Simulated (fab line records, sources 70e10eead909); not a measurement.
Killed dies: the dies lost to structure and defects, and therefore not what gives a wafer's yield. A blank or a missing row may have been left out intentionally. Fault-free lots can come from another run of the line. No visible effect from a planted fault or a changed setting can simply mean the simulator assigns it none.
fab line records	flow nand-harc
[record] lots = 11	wafers = 33	last-day = 33
route steps=1302 shown P_ZERO_WELL@16 P_STI@80 END@1302
lots untouched by any fault: they come from a run of this same line in which no faults occurred
start-h: the number of hours between the record's first day and the start of the first shown wafer of the lot	wait-h: how many hours have passed since the lot's step before this one	" same as the row above	L1.1+2: a single row standing in for several wafers	- either no value or no given start	* or withheld: withheld	< > ~ a bound
route shown NAME@n: a module of which the file shows steps, and the number in the route of the first	usual: mean and standard deviation over wafers with no fault	same: alike in all rows	chamber/n: place in a boat	sites: per-site readings	_std_site: how widely they spread, as a standard deviation	_edge_site: inner sites' mean taken away from outer sites' mean	radius-mm: how far each site lies from the wafer's centre	mask NAME#n: copy n	behind: tool/chamber where the wafer was last shaped	hold: why the lot went on hold/how many hours it stayed there/how the hold came to an end	device: the transistor (n, p or np) that didn't switch	end of line: tests of these same wafers at the route's end	a step given without rows: its recipe and nothing more	killed: dies lost to structure and defects at the first sort, not the wafer's yield	map: shows each die of a wafer: x if killed, . if not, _ if none is there
set.NAME: the setting as run; set.NAME@STEP: as run at that earlier step	model.NAME: the simulator's own value behind a step, which no gauge read
the route's steps for a sample of lots (tables are steps, rows are wafers)
services: when a tool's chamber went out of use (start-h, in hours from the record's first day, below 0 if earlier), for how many hours, and the reason
[[steps]]
[step NHARC_P_ZERO_WELL_DESCUM_13]
[recipe] time-s = 3	o2-flow-sccm = 200	ar-flow-sccm = 0	bias-power-w = 0	chemistry = O2
[usual] drypump-motor-current-A = 5.7/0.57	oes-product-au = 0.999/0.008	rf-vpp-V = 57.8/0.95	showerhead-plenum-p-Torr = 1.90/0.097	throttle-valve-pct = 11.311/0.0087
[same] bias-power-w = 0
lot.wafer	tool	chamber	start-h	wait-h	drypump-motor-current-A	oes-product-au	rf-hours-counter-h	rf-vpp-V	showerhead-plenum-p-Torr	throttle-valve-pct
L750.4	rie-diel-05	1	22.63	-	5.3	1.005	45	59.3	2.02	11.315
L750.1	"	3	"	"	6.3	0.988	44	58.0	2.06	11.322
L750.6	"	1	"	"	5.3	1.001	-	58.2	2.02	11.312
L751.3	rie-diel-09	0	31.52	-	6.1	1.006	15	57.7	1.98	11.287
L751.4	"	1	"	"	5.5	0.996	17	57.2	1.96	11.303
L751.5	"	3	"	"	5.5	0.990	-	59.4	1.95	11.320
L752.3	rie-diel-05	3	41.29	-	6.4	0.997	50	58.3	2.06	11.310
L752.6	"	2	"	"	4.7	0.975	-	57.8	1.94	11.324
L752.5	"	3	"	"	6.3	0.992	-	58.8	2.06	11.317
L753.3	rie-diel-05	1	51.40	-	5.3	0.998	52	57.8	2.02	11.307
L753.4	"	3	"	"	6.3	0.996	55	58.5	2.06	11.327
L753.2	"	0	"	"	5.8	0.991	56	58.2	1.83	11.315
L758.4	rie-diel-01	1	101.39	-	6.2	0.994	20	58.6	2.03	11.309
L758.3	"	3	"	"	6.1	1.002	22	58.3	1.81	11.318
L758.6	"	1	"	"	6.3	1.000	-	57.5	2.03	11.320
L759.4	rie-diel-01	3	111.41	-	6.0	1.004	27	57.6	1.81	11.329
L759.1	"	0	"	"	4.8	1.006	24	56.9	1.79	11.301
L759.5	"	0	"	"	4.8	1.003	-	58.2	1.79	11.311
L761.1	rie-diel-09	1	131.29	-	5.5	0.991	55	60.1	1.95	11.297
L761.3	"	2	"	"	5.8	1.003	49	57.2	1.83	11.307
L761.4	"	0	"	"	6.1	0.990	55	58.8	1.97	11.323
L762.3	rie-diel-05	3	141.40	-	6.3	1.005	32	59.4	2.05	11.312
L762.4	"	0	"	"	5.8	1.006	24	57.8	1.82	11.303
L762.1	"	2	"	"	4.7	1.000	27	58.1	1.93	11.306
L766.1	rie-diel-01	1	181.42	-	6.2	1.001	41	57.7	2.02	11.316
L766.3	"	3	"	"	6.1	1.002	47	56.0	1.80	11.322
L766.5	"	0	"	"	4.8	0.991	-	57.1	1.78	11.306
L771.3	rie-diel-01	1	231.51	-	6.3	0.995	7	58.8	2.02	11.320
L771.1	"	2	"	"	6.4	1.009	7	58.3	1.77	11.309
L771.5	"	0	"	"	4.8	1.001	-	57.3	1.78	11.308
L772.3	rie-diel-01	0	241.39	-	4.8	0.999	12	57.8	1.78	11.318
L772.4	"	2	"	"	6.3	1.008	10	58.7	1.77	11.307
L772.5	"	1	"	"	6.2	1.002	-	56.6	2.01	11.320
[step NHARC_P_ZERO_WELL_DESCUM_54]
[recipe] time-s = 3	o2-flow-sccm = 200	ar-flow-sccm = 0	bias-power-w = 0	chemistry = O2
[usual] drypump-motor-current-A = 5.8/0.5	oes-product-au = 0.999/0.0081	rf-vpp-V = 57.7/0.87	showerhead-plenum-p-Torr = 1.91/0.09	throttle-valve-pct = 11.311/0.0083
[same] bias-power-w = 0
lot.wafer	tool	chamber	start-h	wait-h	drypump-motor-current-A	oes-product-au	rf-hours-counter-h	rf-vpp-V	showerhead-plenum-p-Torr	throttle-valve-pct
L750.1	rie-diel-09	0	27.20	-	6.1	1.004	14	57.4	1.98	11.312
L750.4	"	3	"	"	5.5	0.999	12	58.7	1.95	11.306
L750.6	"	1	"	"	5.5	1.005	-	56.7	1.97	11.301
L751.4	rie-diel-01	1	36.14	-	6.2	0.995	0	58.3	2.03	11.300
L751.3	"	2	"	"	6.3	1.005	0	57.6	1.79	11.301
L751.5	"	0	"	"	4.8	0.999	-	57.2	1.79	11.308
L752.3	rie-diel-05	0	46.04	-	5.8	0.998	55	56.3	1.83	11.306
L752.6	"	1	"	"	5.4	0.999	-	59.5	2.02	11.291
L752.5	"	2	"	"	4.7	0.992	-	56.3	1.94	11.310
L753.3	rie-diel-09	3	55.86	-	5.5	0.998	24	59.0	1.95	11.310
L753.4	"	1	"	"	5.5	0.991	30	57.7	1.96	11.307
L753.2	"	2	"	"	5.8	1.016	26	56.9	1.84	11.322
L758.4	rie-diel-09	1	105.93	-	5.5	0.997	47	57.5	1.96	11.317
L758.3	"	2	"	"	5.8	0.996	40	59.1	1.84	11.324
L758.6	"	2	"	"	5.8	1.006	-	57.4	1.83	11.325
L759.4	rie-diel-09	1	115.87	-	5.5	0.997	49	57.8	1.96	11.309
L759.1	"	2	"	"	5.8	1.001	43	57.9	1.83	11.296
L759.5	"	0	"	"	6.1	0.987	-	58.1	1.97	11.315
L761.1	rie-diel-09	0	136.01	-	6.1	1.000	57	58.6	1.97	11.308
L761.4	"	1	"	"	5.5	0.986	57	58.7	1.95	11.305
L761.3	"	2	"	"	5.8	1.012	51	57.1	1.83	11.304
L762.1	rie-diel-01	1	146.75	-	6.3	1.012	32	57.9	2.02	11.317
L762.4	"	2	"	"	6.4	1.015	33	58.1	1.78	11.316
L762.3	"	3	"	"	6.0	1.003	36	58.4	1.81	11.299
L766.1	rie-diel-05	2	185.69	-	4.7	0.988	46	58.4	1.93	11.316
L766.3	"	3	"	"	6.3	0.998	49	58.0	2.04	11.311
L766.5	"	2	"	"	4.7	0.987	-	57.0	1.93	11.312
L771.3	rie-diel-01	0	239.08	-	4.9	1.006	12	57.7	1.78	11.323
L771.1	"	3	"	"	6.1	1.007	12	58.4	1.80	11.315
L771.5	"	0	"	"	4.8	1.008	-	56.9	1.78	11.327
L772.4	rie-diel-05	2	246.15	-	4.7	1.002	2	57.0	1.92	11.313
L772.3	"	3	"	"	6.3	0.977	1	59.7	2.03	11.327
L772.5	"	1	"	"	5.3	0.980	-	57.1	2.00	11.315
[step NHARC_P_ZERO_WELL_INSPECT_43]
[usual] raw-defect-count = 13/5.8
lot.wafer	tool	chamber	start-h	wait-h	raw-defect-count
L750.1	defect-inspect-02	-	28.85	0.6	13
L750.4	"	-	"	"	15
L750.6	"	-	"	"	18
L751.3	defect-inspect-01	-	37.77	0.4	5
L751.4	"	-	"	"	14
L751.5	"	-	"	"	13
L752.3	defect-inspect-01	-	47.67	0.4	14
L752.5	"	-	"	"	14
L752.6	"	-	"	"	15
L753.2	defect-inspect-02	-	57.53	0.5	12
L753.3	"	-	"	"	10
L753.4	"	-	"	"	9
L758.3	defect-inspect-02	-	107.58	0.3	12
L758.4	"	-	"	"	13
L758.6	"	-	"	"	15
L759.1	defect-inspect-02	-	117.54	0.6	32
L759.4	"	-	"	"	12
L759.5	"	-	"	"	20
L761.1	defect-inspect-02	-	137.67	0.6	6
L761.3	"	-	"	"	6
L761.4	"	-	"	"	7
L762.1	defect-inspect-02	-	148.41	0.6	9
L762.3	"	-	"	"	6
L762.4	"	-	"	"	13
L766.1	defect-inspect-02	-	187.35	0.6	8
L766.3	"	-	"	"	12
L766.5	"	-	"	"	15
L771.1	defect-inspect-02	-	240.73	0.6	12
L771.3	"	-	"	"	17
L771.5	"	-	"	"	12
L772.3	defect-inspect-02	-	247.78	0.4	23
L772.4	"	-	"	"	13
L772.5	"	-	"	"	9
[step NHARC_P_STI_EXPOSE_06]
[recipe] na = 0.55	target-cd-nm = 200	dose-mj = 37.69	mask-id = P_STI
lot.wafer	tool	chamber	start-h	wait-h	mask
L750.1+4+6	krf-scanner-03	0	44.33	-	P_STI#0
L751.3+4+5	krf-scanner-01	0	54.87	-	P_STI#0
L752.3+5+6	krf-scanner-04	0	65.99	-	P_STI#0
L753.2+3+4	krf-scanner-01	0	77.10	-	P_STI#0
L758.3+4+6	krf-scanner-01	0	123.45	-	P_STI#0
L759.1+4+5	krf-scanner-01	0	132.53	-	P_STI#0
L761.1+3+4	krf-scanner-01	0	152.46	-	P_STI#0
L762.1+3+4	krf-scanner-01	0	163.79	-	P_STI_R1#0
L766.1+3+5	krf-scanner-04	0	203.49	-	P_STI#0
L771.1+3+5	krf-scanner-01	0	256.17	-	P_STI#0
L772.3+4+5	krf-scanner-04	0	263.54	-	P_STI#0
[step NHARC_P_STI_CD_MEAS_09]
[recipe] target-cd-nm = 200	landing-energy-ev = 500
[usual] cd-nm = 199.8/1.9
lot.wafer	tool	chamber	start-h	wait-h	cd-nm
L750.1	cd-sem-03	0	44.48	-	198.4
L750.4	"	0	"	"	198.3
L750.6	"	0	"	"	198.4
L751.3	cd-sem-02	0	55.01	-	200.8
L751.4	"	0	"	"	199.8
L751.5	"	0	"	"	197.7
L752.3	cd-sem-02	0	66.14	-	201.4
L752.5	"	0	"	"	200.7
L752.6	"	0	"	"	203.1
L753.2	cd-sem-01	0	77.25	-	199.6
L753.3	"	0	"	"	201.6
L753.4	"	0	"	"	198.6
L758.3	cd-sem-02	0	123.60	-	200.1
L758.4	"	0	"	"	198.7
L758.6	"	0	"	"	202.1
L759.1	cd-sem-01	0	132.69	-	203.5
L759.4	"	0	"	"	203.7
L759.5	"	0	"	"	202.3
L761.1	cd-sem-01	0	152.62	-	199.8
L761.3	"	0	"	"	199.4
L761.4	"	0	"	"	199.9
L762.1	cd-sem-03	0	163.94	-	189.1
L762.3	"	0	"	"	192.0
L762.4	"	0	"	"	191.0
L766.1	cd-sem-02	0	203.64	-	200.8
L766.3	"	0	"	"	197.2
L766.5	"	0	"	"	200.7
L771.1	cd-sem-02	0	256.32	-	197.4
L771.3	"	0	"	"	197.6
L771.5	"	0	"	"	198.3
L772.3	cd-sem-03	0	263.69	-	198.3
L772.4	"	0	"	"	197.2
L772.5	"	0	"	"	196.6
[step NHARC_P_STI_OCD_MEAS_17]
[usual] trench-depth-nm = 301.1/2.6	trench-foot-cd-nm = 157.7/1.9
lot.wafer	tool	chamber	start-h	wait-h	trench-depth-nm	trench-foot-cd-nm
L750.1	ocd-02	-	45.27	0.1	298.4	156.7
L750.4	"	-	"	"	299.0	156.9
L750.6	"	-	"	"	299.9	157.1
L751.3	ocd-01	-	55.80	0.1	301.7	159.2
L751.4	"	-	"	"	303.2	158.0
L751.5	"	-	"	"	301.9	155.3
L752.3	ocd-02	-	66.92	0.1	295.8	160.3
L752.5	"	-	"	"	302.1	158.2
L752.6	"	-	"	"	300.3	160.8
L753.2	ocd-01	-	78.03	0.1	301.2	157.2
L753.3	"	-	"	"	299.7	159.9
L753.4	"	-	"	"	302.8	157.5
L758.3	ocd-02	-	124.41	0.1	299.5	158.7
L758.4	"	-	"	"	301.2	156.4
L758.6	"	-	"	"	302.2	159.4
L759.1	ocd-01	-	133.55	0.1	299.5	162.2
L759.4	"	-	"	"	304.3	160.7
L759.5	"	-	"	"	300.9	160.0
L761.1	ocd-01	-	153.40	0.1	303.8	157.8
L761.3	"	-	"	"	303.4	156.9
L761.4	"	-	"	"	306.6	157.6
L762.1	ocd-02	-	164.76	0.1	298.2	147.3
L762.3	"	-	"	"	303.4	150.2
L762.4	"	-	"	"	302.0	148.2
L766.1	ocd-02	-	204.43	0.1	298.3	158.6
L766.3	"	-	"	"	299.9	155.1
L766.5	"	-	"	"	299.2	159.2
L771.1	ocd-01	-	257.10	0.1	298.7	155.3
L771.3	"	-	"	"	300.9	155.9
L771.5	"	-	"	"	299.4	156.4
L772.3	ocd-02	-	264.50	0.1	301.8	156.2
L772.4	"	-	"	"	300.9	155.3
L772.5	"	-	"	"	308.2	154.6
[step NHARC_END_SORT_01]
[recipe] temp-c = 25
[usual] killed-at-array = 54/20	killed-at-other = 0.9/1.1	killed-at-periphery = 3.8/2.4	killed-dies = 58/20	killed-open = 3.5/1.9	killed-short = 2.5/1.6
[same] gross-dies = 677
lot.wafer	tool	chamber	start-h	wait-h	killed-at-array	killed-at-other	killed-at-periphery	killed-dies	killed-open	killed-short
L762.1	prober-02	0	681.96	2.5	69	2	6	77	10	4
L762.3	prober-02	0	683.58	3.1	32	2	5	39	4	3
L762.4	prober-02	0	684.40	3.4	60	1	7	68	6	1
// killed by level:class
L762.1 A_SLIT:chamber-film-flake=31 A_CHANNEL_HOLE_D1:chamber-film-flake=7 A_STAIRCASE:chamber-film-flake=6 A_CONTACT:chamber-film-flake=5 P_M0:chamber-film-flake=4 A_SGD_CUT:chamber-film-flake=4 A_CHANNEL_FILL_D2:geometric-particle:open=3 A_CONTACT:geometric-particle:open=2
L762.3 A_SLIT:chamber-film-flake=13 A_CONTACT:chamber-film-flake=6 P_M0:chamber-film-flake=3 A_CHANNEL_HOLE_D1:chamber-film-flake=3 A_WL_FILL:chamber-film-flake=3 A_BLC:geometric-particle:open=2 P_GATE:geometric-particle:open=1 P_CONTACT:geometric-particle:open=1
L762.4 A_SLIT:chamber-film-flake=34 A_SGD_CUT:chamber-film-flake=6 P_M0:chamber-film-flake=5 A_STAIRCASE:chamber-film-flake=4 A_CONTACT:chamber-film-flake=4 A_CHANNEL_HOLE_D1:chamber-film-flake=3 A_SOURCE_PLATE:geometric-particle:open=2 P_ZERO_WELL:chamber-film-flake=2
[[services]]
tool	chamber	start-h	hours	kind
rie-diel-01	3	1.30	1.3	repair
rie-diel-09	-	1.88	1.7	repair
krf-scanner-04	-	10.00	4.0	pm
rie-diel-01	-	26.80	9.0	pm
krf-scanner-01	-	27.25	4.0	pm
rie-diel-05	1	38.11	4.4	repair
rie-diel-05	-	54.36	9.0	pm
krf-scanner-04	-	57.29	1.0	repair
rie-diel-01	2	103.38	2.7	repair
rie-diel-05	0	115.50	17.9	repair
rie-diel-01	1	136.96	6.4	repair
rie-diel-09	-	143.16	9.0	pm
krf-scanner-04	-	150.84	0.8	repair
rie-diel-05	1	173.70	14.1	repair
krf-scanner-04	-	182.00	4.0	pm
rie-diel-01	2	194.74	21.1	repair
krf-scanner-01	-	199.01	2.1	repair
rie-diel-01	-	203.80	9.0	pm
krf-scanner-01	-	207.65	0.3	repair
krf-scanner-04	-	210.95	0.5	repair
krf-scanner-01	-	232.48	3.1	repair
rie-diel-05	-	232.68	9.0	pm
rie-diel-09	0	246.44	5.1	repair
rie-diel-09	-	249.95	6.3	repair
[[key]]
[first-sign] step = NHARC_P_STI_EXPOSE_06	reading = mask	direction = changed
[effect] step = NHARC_P_STI_CD_MEAS_09	reading = cd-nm	direction = down	sigmas = 4.9	usual = 199.8	struck = 190.7
[effect] step = NHARC_P_STI_OCD_MEAS_17	reading = trench-foot-cd-nm	direction = down	sigmas = 4.9	usual = 157.7	struck = 148.5
met-at NHARC_P_STI_EXPOSE_06
struck-lots L762
tester-left-out L762
not-acting-at NHARC_P_ZERO_WELL_DESCUM_13,NHARC_P_ZERO_WELL_DESCUM_54,NHARC_P_ZERO_WELL_INSPECT_43
onset-between 152.46 163.79
[fault] kind = wrong-mask	tool = any	chamber = -	onset-h = 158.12	steps = NHARC_P_STI_EXPOSE_06	aux-copy = P_STI_R1#0	cd-offset-nm = -8.729	scope = struck-lots-only
// tester-left-out: of these lots the tester's yield and bins aren't shown, on N5 and GAA mostly nor the transistor test; their killed dies are dies lost to structure and defects alone, not to doping, threshold or leakage, so they don't give the yield
